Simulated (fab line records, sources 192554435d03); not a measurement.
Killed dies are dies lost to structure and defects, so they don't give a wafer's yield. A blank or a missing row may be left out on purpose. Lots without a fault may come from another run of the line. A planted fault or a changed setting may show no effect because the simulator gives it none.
Which tool did it? | flow n5_finfet | 10 lots, 30 wafers sampled, at 4 steps of a route of 1938

WHAT THE GAUGES READ, wafer by wafer
N5_BEOL_M6_THK_MEAS_01. Usual: M6_ILD_THK 155.8 nm, standard deviation 2.1.
lot  | measured     | on            | M6_ILD_THK (nm)   | flag
L103 | day 8 18:41  | film_metro-01 | 155.4 156.9 156.6 |
L104 | day 8 20:15  | film_metro-01 | 155.3 158.5 156.3 |
L105 | day 9 01:21  | film_metro-01 | 157.7 155.4 156.6 |
L106 | day 9 06:35  | film_metro-01 | 158.6 162.2 158.5 |
L107 | day 9 17:46  | film_metro-02 | 153.5 157.4 155.6 |
L108 | day 10 00:01 | film_metro-01 | 154.6 156.9 156.2 |
L119 | day 13 00:31 | film_metro-01 | 155.1 155.0 158.5 |
L117 | day 13 07:43 | film_metro-02 | 157.7 155.8 159.1 |
L124 | day 13 20:35 | film_metro-01 | 157.7 154.5 158.6 |
L123 | day 14 05:50 | film_metro-01 | 153.1 155.6 155.3 |

N5_BEOL_M6_CD_MEAS_18: pitch 80 nm, target cd 40 nm. Usual: cd_nm 39.8 nm, standard deviation 0.58.
lot  | measured     | on        | cd_nm (nm)     | flag
L103 | day 8 20:00  | cd_sem-03 | 40.3 40.0 39.4 |
L104 | day 8 23:31  | cd_sem-02 | 39.5 39.8 40.1 |
L105 | day 9 05:13  | cd_sem-02 | 39.4 39.0 40.0 |
L106 | day 9 08:52  | cd_sem-03 | 41.4 40.8 41.2 |
L107 | day 9 19:00  | cd_sem-02 | 40.7 40.3 40.2 |
L108 | day 10 02:55 | cd_sem-01 | 39.5 40.6 40.6 |
L119 | day 13 03:20 | cd_sem-03 | 39.6 39.6 40.3 |
L117 | day 13 09:55 | cd_sem-03 | 39.4 40.6 40.3 |
L124 | day 13 23:16 | cd_sem-01 | 39.6 40.5 39.0 |
L123 | day 14 07:37 | cd_sem-01 | 40.2 40.5 39.9 |

N5_BEOL_M6_CD_MEAS_28: target cd 40 nm. Usual: cd_nm 39.89 nm, standard deviation 0.24.
lot  | measured     | on        | cd_nm (nm)        | flag
L103 | day 8 21:35  | cd_sem-03 | 40.27 39.93 39.88 |
L104 | day 9 03:16  | cd_sem-01 | 39.88 40.13 39.75 |
L105 | day 9 07:09  | cd_sem-02 | 40.13 39.95 40.04 |
L106 | day 9 09:35  | cd_sem-03 | 39.87 40.14 39.67 |
L107 | day 9 19:58  | cd_sem-01 | 39.99 39.72 39.61 |
L108 | day 10 03:19 | cd_sem-02 | 39.88 40.05 40.24 |
L119 | day 13 05:18 | cd_sem-02 | 38.82 38.96 39.32 | OFF
L117 | day 13 12:07 | cd_sem-01 | 38.86 38.70 39.42 | OFF
L124 | day 13 23:45 | cd_sem-03 | 39.57 39.73 40.16 |
L123 | day 14 09:10 | cd_sem-01 | 40.02 39.72 40.09 |

WHICH TOOL RAN EACH LOT (tool, then ch and the chambers of the sampled wafers, then the start)
lot  | N5_BEOL_M6_EXPOSE_25
L103 | euv_scanner-01 ch 0, day 8 21:27
L104 | euv_scanner-01 ch 0, day 9 03:07
L105 | euv_scanner-01 ch 0, day 9 07:01
L106 | euv_scanner-01 ch 0, day 9 09:28
L107 | euv_scanner-01 ch 0, day 9 19:51
L108 | euv_scanner-02 ch 0, day 10 03:12
L119 | euv_scanner-01 ch 0, day 13 05:10
L117 | euv_scanner-01 ch 0, day 13 11:59
L124 | euv_scanner-02 ch 0, day 13 23:37
L123 | euv_scanner-02 ch 0, day 14 09:02
- N5_BEOL_M6_EXPOSE_25: exposes mask V5, target cd 40 nm.

WHAT THE TOOLS THEMSELVES READ (means of the sampled wafers that have a number; where no wafer has one, the mark that the record gives instead)
N5_BEOL_M6_EXPOSE_25. Usual: exposure_dose_mJ_cm2 44.99, standard deviation 0.044.
lot  | tool           | exposure_dose_mJ_cm2 | flag
L103 | euv_scanner-01 | 44.95                |
L104 | euv_scanner-01 | 44.97                |
L105 | euv_scanner-01 | 44.97                |
L106 | euv_scanner-01 | 45.07                |
L107 | euv_scanner-01 | 44.99                |
L108 | euv_scanner-02 | 45.01                |
L119 | euv_scanner-01 | 43.22                | OFF
L117 | euv_scanner-01 | 43.60                | OFF
L124 | euv_scanner-02 | 44.93                |
L123 | euv_scanner-02 | 44.98                |

THE ANSWER, worked out from the rows above alone
Rule: a lot is off if the mean of its wafers that have a number lies more than 3 standard deviations from the usual mean. A lot without any number at a reading at which 4 lots or more have one is off too. The other lots that the step has rows for count as sound. The gauges are gone through in route order, then the tools' own readings, and for those a lot's mean is taken as printed above. The first step at which some lot is off is used, and at that step the reading that is off furthest; a lot without a number counts as furthest.
Off: L119, L117, at N5_BEOL_M6_CD_MEAS_28 (cd_nm).
A tool fits if, at a process step before that reading, it ran every lot that is off, and no sound lot after the first of them. The gauges at N5_BEOL_M6_CD_MEAS_28 aren't tried: what is off there is off at N5_BEOL_M6_EXPOSE_25 too, on other tools, and a gauge's error can't cause that. One fits: euv_scanner-01 at N5_BEOL_M6_EXPOSE_25. Its last sound lot is L107 (day 9 19:51), its first lot that is off L119 (day 13 05:10): a fault that began between those two fits.
The tool's own readings at N5_BEOL_M6_EXPOSE_25 bear it out: on the lots that are off they differ by more than 5 times the standard deviation of the sound lots' means. exposure_dose_mJ_cm2 reads 43.41 there against 44.98 on the sound lots.

WHAT THE SIMULATOR HAD PUT IN
Process parameter drift: euv_scanner-01, from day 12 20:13 on, at N5_BEOL_M6_EXPOSE_25. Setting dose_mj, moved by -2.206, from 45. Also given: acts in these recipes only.
Lots struck among those shown: L119, L117. The rule above found the same.
